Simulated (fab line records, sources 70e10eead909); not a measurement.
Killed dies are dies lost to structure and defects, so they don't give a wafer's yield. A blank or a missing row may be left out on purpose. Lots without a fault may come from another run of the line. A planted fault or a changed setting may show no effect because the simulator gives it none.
A struck lot beside a sound one | flow nand_harc | 12 steps out of a route of 1302
Sound: wafers L823.1, L823.2, L823.4. Struck: wafers L828.3, L828.5, L828.6. The cause comes at the end.
At each step with rows: each side's tool, then ch and its chambers, then its first start. Under that, the readings that differ: sound wafers | struck wafers | difference of the means | sigmas: that difference in standard deviations of wafers without a fault.
alike: readings whose means differ by less than 2 such deviations, and words and numbers that are the same on both sides. not compared: withheld readings, readings that some wafer has no value for, bounds like >300 that may hide the same value, and numbers for which the record gives no deviation and whose values overlap.
The two part at a step that has a row with sigmas, a row that says differs or no value, or rows on one side only. Numbers that don't overlap but have no deviation are shown without sigmas and don't part them. A reading that every wafer of one side lacks parts them only if that side has two wafers or more.

NHARC_A_CHANNEL_FILL_D1_ALD_25: deposits SiOx, target thk 60 nm, pulse time 10 s, ald cycles 600.
  sound on ald_hk-03 ch 0,2,3, day 14 22:58; struck on ald_hk-03 ch 0,1, day 17 00:20
  alike: heater_power_w, precursor_pulse_height_rel
NHARC_A_CHANNEL_FILL_D1_ETCHBACK_08: etches the open film in C4F8, target depth 220 nm, time 110 s.
  sound on rie_diel-13 ch 0,2,3; struck on rie_diel-13 ch 1,2,3
  reading               | sound          | struck         | difference | sigmas
  oes_product_au (a.u.) | 0.99 1.01 0.99 | 0.92 0.91 0.92 | -0.08      | -2
  alike: chamber_pressure_mTorr, rf_vpp_V
  not compared: rf_hours_counter_h
NHARC_A_CHANNEL_FILL_D1_STRIP_29: strips in O2, time 20 s.
  sound on rie_diel-13 ch 1,2,3; struck on rie_diel-13 ch 0,2,3
  reading                | sound                | struck               | difference | sigmas
  throttle_valve_pct (%) | 17.020 17.017 17.047 | 17.045 17.057 17.042 | +0.020     | +2
  alike: drypump_motor_current_A, oes_product_au, rf_vpp_V, showerhead_plenum_p_Torr
  not compared: rf_hours_counter_h
then, 3 steps without rows for these wafers: NHARC_A_CHANNEL_FILL_D1_PRECLEAN_30 (cleans in dHF, time 30 s); NHARC_A_CHANNEL_FILL_D1_SRD_31; NHARC_A_CHANNEL_FILL_D1_CVD_09 (deposits poly-Si, target thk 150 nm, time 3000 s).
NHARC_A_CHANNEL_FILL_D1_CMP_10: polishes, target thk 150 nm.
  sound on cmp-03 ch 0,1,2, day 15 10:29; struck on cmp-04 ch 1,2, day 17 11:40
  alike: motor_current_A, retaining_ring_pressure_frac, time_to_endpoint_s
then, 1 step without rows for these wafers: NHARC_A_CHANNEL_FILL_D1_SRD_12.
NHARC_A_CHANNEL_FILL_D1_INSPECT_13:
  sound on defect_inspect-02, day 15 10:53; struck on defect_inspect-02, day 17 12:04
  reading          | sound       | struck      | difference | sigmas
  raw_defect_count | 155 143 196 | 482 685 644 | +439       | +3
NHARC_A_DECK1_JOINT_ETCHBACK_07: etches the open film in HBr, target depth 105 nm, time 26.9 s.
  sound on rie_si-06 ch 0,1,2, day 15 10:57; struck on rie_si-04 ch 0,3, day 17 12:08
  no value came back on the struck wafers for any of 6 readings (bias_w (W), chamber_pressure_mTorr (mTorr) and others); on the sound wafers bias_w (W) reads 60.34 60.04 59.99
then, 1 step without rows for these wafers: NHARC_A_DECK1_JOINT_ETCH_25 (etches SiO2 in dHF, target depth 0.5 nm).
-- the record jumps here: 14 days lie between the struck wafers' starts before and after (it left off in module A_DECK1_JOINT and takes up again in module END, whose first step shown is number 1302 of the route) --
NHARC_END_SORT_01:
  the record has rows for the struck wafers here (prober-02 ch 0, day 31 00:13) and none for the sound ones

WHERE THEY PART
First at NHARC_A_CHANNEL_FILL_D1_ETCHBACK_08; last, within this record, at NHARC_END_SORT_01.

WHY: what the simulator had put in
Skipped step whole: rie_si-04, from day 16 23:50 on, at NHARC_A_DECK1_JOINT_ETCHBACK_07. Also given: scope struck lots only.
